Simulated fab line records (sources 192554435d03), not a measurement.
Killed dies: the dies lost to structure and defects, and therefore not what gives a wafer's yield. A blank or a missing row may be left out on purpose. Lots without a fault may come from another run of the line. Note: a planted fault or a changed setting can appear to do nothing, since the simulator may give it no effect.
The same fault as seen by 2 desks | flow n5Finfet | only its own numbers are on each desk; what lay behind them is given at the end

DESK OF THE TOOL OWNER: lithoTrack-01
The tool's own readings at N5_BEOL_M6_COAT_60 (time 60 s, resist thk 35 nm): means of the sampled wafers that have a number, for each lot that ran on this tool. The brackets show how far a lot's mean lies from the usual mean; more than 4 standard deviations puts the lot out of limits, marked OUT.
Columns: A = spinSpeedRpm at N5_BEOL_M6_COAT_60, usual 1500.0 rpm
lot  | first seen here | A
L109 | day 9 13:00     | 1500.0
L110 | day 9 16:21     | 1499.8
L117 | day 10 21:13    | 1499.9
L127 | day 13 21:20    | 954.6 (-99 or more) OUT
L124 | day 14 02:25    | 953.7 (-99 or more) OUT
Finding of this desk: L124, L127 out of limits; the first was L127 at day 13 21:20, on spinSpeedRpm at N5_BEOL_M6_COAT_60. Within limits: L109, L110, L117.

THE DEFECT DESK
What the inspections along the route counted, lot by lot: means of the sampled wafers that have a number. The brackets show how far a lot's mean lies from the usual mean; more than 4 standard deviations puts the lot out of limits, marked OUT.
Columns: A = rawDefectCount at N5_BEOL_M5_INSPECT_58, usual 73
lot  | first seen here | A
L107 | day 8 22:22     | 65
L108 | day 9 00:52     | 69
L109 | day 9 09:40     | 66
L110 | day 9 14:03     | 56
L117 | day 10 19:07    | 75
L127 | day 13 17:37    | 65
L124 | day 14 00:14    | 72
L128 | day 14 01:33    | 70
L129 | day 14 05:58    | 45
L130 | day 14 10:05    | 109
This desk's verdict: no lot among the 10 shows anything out of limits.

BROUGHT TOGETHER
The tool owner's desk could have raised an alarm at day 13 21:20, on L124, L127.
The defect desk saw nothing out of limits.
The defect desk has L124, L127 on record, within its limits.
On lithoTrack-01, each named lot ran N5_BEOL_M6_COAT_60.

WHAT THE SIMULATOR HAD PUT IN
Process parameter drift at N5_BEOL_M6_COAT_60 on lithoTrack-01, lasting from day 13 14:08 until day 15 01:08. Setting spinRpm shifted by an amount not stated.
Lots struck among those shown: L124, L127.
How many hours passed from the start of the fault until each desk's first out-of-limits reading: the tool owner's desk, 7.
